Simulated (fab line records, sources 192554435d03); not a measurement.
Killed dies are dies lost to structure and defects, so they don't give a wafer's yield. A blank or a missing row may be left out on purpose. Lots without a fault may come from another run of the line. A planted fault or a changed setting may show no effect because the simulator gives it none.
Which tool did it? | flow n5_finfet | 11 lots, 33 wafers sampled, at 5 steps of a route of 1938

WHAT THE GAUGES READ, wafer by wafer
N5_BEOL_M1_THK_MEAS_53: measures by xrf. Usual: M1_THK 40.2 nm, standard deviation 1.9.
lot  | measured     | on            | M1_THK (nm)    | flag
L502 | day 6 22:26  | film_metro-02 | 37.8 38.7 41.1 |
L503 | day 7 14:44  | film_metro-02 | 40.9 41.2 42.5 |
L505 | day 7 18:18  | film_metro-02 | 40.6 39.4 42.2 |
L507 | day 8 04:28  | film_metro-02 | 41.6 42.0 42.4 |
L508 | day 8 09:01  | film_metro-02 | 42.7 38.9 39.1 |
L510 | day 9 07:34  | film_metro-02 | 38.4 38.0 38.9 |
L513 | day 9 15:28  | film_metro-01 | 39.6 43.5 40.0 |
L515 | day 10 13:20 | film_metro-01 | 38.2 40.9 41.8 |
L520 | day 11 12:55 | film_metro-02 | 39.3 41.4 42.4 |
L522 | day 12 01:05 | film_metro-02 | 38.9 35.5 38.0 |
L523 | day 12 08:48 | film_metro-02 | 40.1 38.9 40.5 |

N5_BEOL_M4_RC_MEAS_101. Usual: DIBL_N 37.1 mV/V, standard deviation 2.4; DIBL_P 37 mV/V, standard deviation 3; IOFF_N 0.18 nA/um, standard deviation 0.053; IOFF_P 0.21 nA/um, standard deviation 0.05; ION_N 674 uA/um, standard deviation 14; ION_P 459 uA/um, standard deviation 9.2; SS_N 72.1 mV/dec, standard deviation 0.9; SS_P 73.4 mV/dec, standard deviation 0.89; VT_N 250 mV, standard deviation 3.8; VT_P -251 mV, standard deviation 3.7.
lot  | measured     | on        | DIBL_N (mV/V)  | DIBL_P (mV/V) | IOFF_N (nA/um) | IOFF_P (nA/um) | ION_N (uA/um) | ION_P (uA/um) | SS_N (mV/dec)  | SS_P (mV/dec)  | VT_N (mV)   | VT_P (mV)      | flag
L502 | day 9 08:23  | prober-02 | 35.7 37.7 34.8 | 35 36 34      | 0.16 0.19 0.14 | 0.22 0.22 0.18 | 671 677 656   | 464 461 455   | 71.8 72.6 71.9 | 72.9 73.0 72.3 | 249 251 253 | -249 -249 -249 |
L503 | day 9 13:48  | prober-01 | 37.7 36.7 37.9 | 39 37 38      | 0.20 0.19 0.20 | 0.25 0.23 0.23 | 688 681 664   | 467 464 453   | 71.6 72.0 73.0 | 73.7 72.7 73.8 | 248 245 247 | -248 -248 -248 |
L505 | day 9 13:41  | prober-02 | 40.3 35.2 36.3 | 37 35 36      | 0.26 0.13 0.14 | 0.19 0.16 0.17 | 659 654 655   | 447 445 441   | 74.5 70.6 71.5 | 73.1 73.0 72.5 | 250 253 252 | -253 -254 -254 |
L507 | day 9 21:47  | prober-02 | 36.1 33.4 36.5 | 34 31 36      | 0.14 0.11 0.15 | 0.20 0.16 0.22 | 674 656 677   | 464 453 474   | 72.4 71.2 72.2 | 72.6 71.6 73.4 | 252 256 253 | -250 -252 -250 |
L508 | day 10 16:02 | prober-01 | 33.4 39.3 36.0 | 31 38 34      | 0.11 0.22 0.14 | 0.15 0.24 0.18 | 663 685 661   | 456 465 443   | 70.8 72.2 71.0 | 72.4 73.3 72.4 | 256 247 254 | -254 -249 -253 |
L510 | day 10 18:53 | prober-02 | 37.4 37.3 38.5 | 35 39 39      | 0.20 0.17 0.20 | 0.18 0.22 0.22 | 679 670 672   | 453 455 449   | 72.4 71.4 73.4 | 73.6 74.0 74.6 | 248 251 250 | -253 -252 -251 |
L513 | day 11 17:23 | prober-01 | 36.5 35.9 35.7 | 37 36 37      | 0.16 0.17 0.17 | 0.22 0.22 0.23 | 682 676 678   | 466 465 473   | 73.1 71.8 71.9 | 73.8 73.9 73.6 | 251 247 250 | -248 -249 -249 |
L515 | day 12 13:16 | prober-01 | 44.3 36.7 38.2 | 45 35 38      | 0.39 0.17 0.19 | 0.41 0.20 0.24 | 708 664 671   | 473 453 458   | 74.5 71.5 71.8 | 75.2 73.1 73.4 | 243 250 249 | -240 -250 -250 |
L520 | day 13 00:14 | prober-02 | 41.6 35.2 39.3 | 41 35 38      | 0.28 0.14 0.24 | 0.27 0.17 0.23 | 683 651 682   | 463 446 461   | 73.6 71.9 73.2 | 75.0 72.9 74.9 | 243 255 247 | -248 -255 -251 |
L522 | day 13 21:37 | prober-01 | 36.6 34.7 34.5 | 37 35 35      | 0.17 0.14 0.14 | 0.18 0.16 0.16 | 682 665 670   | 459 446 458   | 72.2 71.2 70.7 | 72.7 73.3 73.3 | 251 251 252 | -256 -255 -258 |
L523 | day 14 00:27 | prober-01 | 34.9 37.6 37.8 | 35 38 39      | 0.13 0.16 0.19 | 0.16 0.19 0.22 | 662 662 681   | 456 448 460   | 71.0 71.7 71.8 | 73.0 73.5 73.7 | 254 254 249 | -253 -253 -252 |

WHICH TOOL RAN EACH LOT (tool, then ch and the chambers of the sampled wafers, then the start)
lot  | N5_BEOL_M1_ANNEAL_93         | N5_BEOL_M1_CO_CAP_55             | N5_BEOL_M2_COAT_61
L502 | pvd_sputter-02, day 6 21:17  | cvd_co-02 ch 1,2, day 6 22:31    | litho_track-04 ch 0, day 6 23:23
L503 | pvd_sputter-03, day 7 13:35  | cvd_co-02 ch 1,2, day 7 14:49    | litho_track-01 ch 0, day 7 18:25
L505 | pvd_sputter-01, day 7 17:09  | cvd_co-01 ch 0,1,2, day 7 18:23  | litho_track-01 ch 0, day 7 19:54
L507 | pvd_sputter-01, day 8 03:19  | cvd_co-02 ch 0,1,2, day 8 04:32  | litho_track-04 ch 0, day 8 05:35
L508 | pvd_sputter-01, day 8 07:52  | cvd_co-01 ch 0,1,2, day 8 09:05  | litho_track-01 ch 0, day 8 10:22
L510 | pvd_sputter-03, day 9 06:25  | cvd_co-02 ch 0,2, day 9 07:38    | litho_track-04 ch 0, day 9 08:49
L513 | pvd_sputter-03, day 9 14:11  | cvd_co-02 ch 1,2, day 9 15:32    | litho_track-01 ch 0, day 9 17:44
L515 | pvd_sputter-03, day 10 12:09 | cvd_co-02 ch 0,1,2, day 10 13:24 | litho_track-01 ch 0, day 10 13:56
L520 | pvd_sputter-02, day 11 11:38 | cvd_co-02 ch 1,2, day 11 13:04   | litho_track-04 ch 0, day 11 15:28
L522 | pvd_sputter-01, day 11 23:56 | cvd_co-02 ch 0,1, day 12 01:16   | litho_track-04 ch 0, day 12 03:01
L523 | pvd_sputter-03, day 12 07:40 | cvd_co-02 ch 0,1, day 12 08:54   | litho_track-05 ch 0, day 12 10:03
- N5_BEOL_M1_ANNEAL_93: time 240 s.
- N5_BEOL_M1_CO_CAP_55: material Co, precursor CCTBA/H2, target thk 2 nm, time 102.1 s.
- N5_BEOL_M2_COAT_61: time 60 s, resist thk 60 nm.

WHAT THE TOOLS THEMSELVES READ (means of the sampled wafers that have a number; where no wafer has one, the mark that the record gives instead)
N5_BEOL_M1_ANNEAL_93. Usual: heater_power_w 823 W, standard deviation 90.
lot  | tool           | heater_power_w (W) | flag
L502 | pvd_sputter-02 | 828                |
L503 | pvd_sputter-03 | 844                |
L505 | pvd_sputter-01 | 754                |
L507 | pvd_sputter-01 | 842                |
L508 | pvd_sputter-01 | 871                |
L510 | pvd_sputter-03 | 805                |
L513 | pvd_sputter-03 | 842                |
L515 | pvd_sputter-03 | 867                |
L520 | pvd_sputter-02 | 744                |
L522 | pvd_sputter-01 | 929                |
L523 | pvd_sputter-03 | 860                |

N5_BEOL_M1_CO_CAP_55. Usual: heater_power_w 234 W, standard deviation 8.2.
lot  | tool      | heater_power_w (W) | flag
L502 | cvd_co-02 | 238                |
L503 | cvd_co-02 | 239                |
L505 | cvd_co-01 | 232                |
L507 | cvd_co-02 | 232                |
L508 | cvd_co-01 | 229                |
L510 | cvd_co-02 | 241                |
L513 | cvd_co-02 | 240                |
L515 | cvd_co-02 | 238                |
L520 | cvd_co-02 | 240                |
L522 | cvd_co-02 | 231                |
L523 | cvd_co-02 | 234                |

N5_BEOL_M2_COAT_61. Usual: heater_power_total_W 500.3 W, standard deviation 1.9; plate_temp_C 249.98 C, standard deviation 0.18; resist_line_temp_C 22.98 C, standard deviation 0.12; run_length_s 66.05 s, standard deviation 0.16.
lot  | tool           | heater_power_total_W (W) | plate_temp_C (C) | resist_line_temp_C (C) | run_length_s (s) | flag
L502 | litho_track-04 | 499.7                    | 249.83           | 22.98                  | 65.91            |
L503 | litho_track-01 | 500.3                    | 250.01           | 23.12                  | 66.34            |
L505 | litho_track-01 | 500.3                    | 250.21           | 22.97                  | 66.18            |
L507 | litho_track-04 | 501.0                    | 249.89           | 23.06                  | 65.92            |
L508 | litho_track-01 | 501.7                    | 250.07           | 22.84                  | 66.25            |
L510 | litho_track-04 | 500.2                    | 249.95           | 22.94                  | 65.83            |
L513 | litho_track-01 | 580.3                    | 250.21           | 23.06                  | 54.36            | OFF
L515 | litho_track-01 | 541.1                    | 249.93           | 23.00                  | 60.39            | OFF
L520 | litho_track-04 | 500.0                    | 250.12           | 23.14                  | 65.83            |
L522 | litho_track-04 | 500.5                    | 249.99           | 22.99                  | 66.05            |
L523 | litho_track-05 | 500.5                    | 249.94           | 23.15                  | 66.02            |

THE ANSWER, worked out from the rows above alone
Rule: a lot is off if the mean of its wafers that have a number lies more than 3 standard deviations from the usual mean. A lot without any number at a reading at which 4 lots or more have one is off too. The other lots that the step has rows for count as sound. The gauges are gone through in route order, then the tools' own readings, and for those a lot's mean is taken as printed above. The first step at which some lot is off is used, and at that step the reading that is off furthest; a lot without a number counts as furthest.
Off: L513, L515, at N5_BEOL_M2_COAT_61 (run_length_s).
A tool fits if, at that step or a process step before it, it ran every lot that is off, and no sound lot after the first of them. One fits: litho_track-01 at N5_BEOL_M2_COAT_61. Its last sound lot is L508 (day 8 10:22), its first lot that is off L513 (day 9 17:44): a fault that began between those two fits.
The tool's own readings at N5_BEOL_M2_COAT_61 bear it out: on the lots that are off they differ by more than 5 times the standard deviation of the sound lots' means. heater_power_total_W reads 560.7 W there against 500.5 W on the sound lots; run_length_s reads 57.38 s there against 66.04 s on the sound lots.

WHAT THE SIMULATOR HAD PUT IN
Process parameter drift: litho_track-01, from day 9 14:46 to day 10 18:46, at N5_BEOL_M2_COAT_61. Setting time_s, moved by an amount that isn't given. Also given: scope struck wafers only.
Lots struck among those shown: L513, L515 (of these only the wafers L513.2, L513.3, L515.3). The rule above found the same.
